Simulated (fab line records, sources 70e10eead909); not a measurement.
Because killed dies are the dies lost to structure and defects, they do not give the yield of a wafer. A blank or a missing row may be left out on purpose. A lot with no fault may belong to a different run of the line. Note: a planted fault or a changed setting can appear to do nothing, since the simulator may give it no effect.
Struck lot and sound lot, side by side + flow nandHarc + 15 steps out of a route of 1159
Sound: these wafers, L860.2, L860.4, L860.6. Struck: wafer L859.4 (L859.1, L859.3, from the same lot, were not struck and are left out); the cause is given at the end.
At each step with rows: each side's tool, then ch and its chambers, then its first start. Under that, the readings that differ: sound wafers + struck wafers + difference of the means + sigmas: that difference in standard deviations of wafers without a fault.
alike: readings whose means differ by less than 2 such deviations, and words and numbers that are the same on both sides. not compared: withheld readings, readings that some wafer has no value for, bounds like >300 that may hide the same value, and numbers for which the record gives no deviation and whose values overlap.
Wherever a step has rows on one side only, a row that says differs or no value, or a row with sigmas, the two part there. Numbers that have no deviation but don't overlap get no sigmas and don't part them. A reading that every wafer of one side lacks parts them only if that side has two wafers or more.

first, 7 steps without rows for these wafers: NHARC_A_SLIT_HMDS_02 (time 30 s); NHARC_A_SLIT_COAT_03 (resist thk 90 nm); NHARC_A_SLIT_SOFTBAKE_04 (time 55 s); NHARC_A_SLIT_EBR_05; NHARC_A_SLIT_EXPOSE_06 (exposes mask SLIT); NHARC_A_SLIT_PEB_07 (peb time 65 s); NHARC_A_SLIT_DEVELOP_08 (develop time 35 s).
NHARC_A_SLIT_CD_MEAS_09: the cd target is 300 nm.
  sound on cdSem-01 ch 0, day 19 16:59; struck on cdSem-03 ch 0, day 18 21:31
| reading   | sound             | struck | difference | sigmas |
|-----------|-------------------|--------|------------|--------|
| cdNm (nm) | 299.9 300.3 299.1 | 301.8  | +2.0       | +3     |
NHARC_A_SLIT_OVL_MEAS_10:
  sound on overlay-01 at day 19 17:05; struck on overlay-02 at day 18 21:37
| reading         | sound          | struck | difference | sigmas |
|-----------------|----------------|--------|------------|--------|
| overlayYNm (nm) | -1.7 -1.6 -1.6 | 1.6    | +3.2       | +3     |
  alike: overlayXNm
NHARC_A_SLIT_INSPECT_11:
  sound on defectInspect-01 at day 19 17:08; struck on defectInspect-01 at day 18 21:38
  alike: rawDefectCount
NHARC_A_SLIT_DESCUM_14: chemistry O2, time 3 s.
  sound on rieDiel-13 ch 0,3, day 19 17:13; struck on rieDiel-01 ch 2, day 18 21:42
  alike: drypumpMotorCurrentA, oesProductAu, rfVppV, showerheadPlenumPTorr, throttleValvePct
  not compared: rfHoursCounterH
NHARC_A_SLIT_ETCH_24: etches the open film in CF4/CHF3, target depth 121 nm, time 60.5 s.
  sound on rieDiel-13 ch 1,3, day 19 17:19; struck on rieDiel-01 ch 2, day 18 21:49
  alike: biasW, cf4FlowSccm, drypumpMotorCurrentA, oesProductAu, rfVppV, showerheadPlenumPTorr, throttleValvePct
  not compared: rfHoursCounterH
NHARC_A_SLIT_ETCH_15: etches the open film in O2/COS, target depth 3200 nm, time 832 s.
  sound on rieDiel-13 ch 0,1,3, day 19 17:33; struck on rieDiel-01 ch 0, day 18 21:54
| reading             | sound             | struck | difference | sigmas |
|---------------------|-------------------|--------|------------|--------|
| oesProductAu (a.u.) | 0.994 0.985 1.008 | 0.843  | -0.153     | -16    |
  alike: biasW, drypumpMotorCurrentA, rfVppV, showerheadPlenumPTorr, throttleValvePct
  not compared: rfHoursCounterH
NHARC_A_SLIT_ETCH_17: etches the open film in C4F8/O2/Ar, time 1687.5 s, target depth 10100 nm.
  sound on harEtch-01 ch 0,1, day 19 18:22; struck on harEtch-01 ch 0, day 18 23:56
  alike: drypumpMotorCurrentA, showerheadPlenumPTorr, throttleValvePct
  not compared: rfHoursCounterH
-- break in the record here, with 5 days between the starts of the struck wafers on either side (left off in module A_SLIT, picked up again in module END, where the first step shown is number 1159 on the route) --
NHARC_END_SORT_01:
  only the struck wafers appear in the record here, on prober-02 ch 0 at day 24 04:10; the sound ones have no rows

WHERE THEY PART
Earliest at NHARC_A_SLIT_CD_MEAS_09; latest, in this record, at NHARC_END_SORT_01.

WHY: whatever the simulator had introduced
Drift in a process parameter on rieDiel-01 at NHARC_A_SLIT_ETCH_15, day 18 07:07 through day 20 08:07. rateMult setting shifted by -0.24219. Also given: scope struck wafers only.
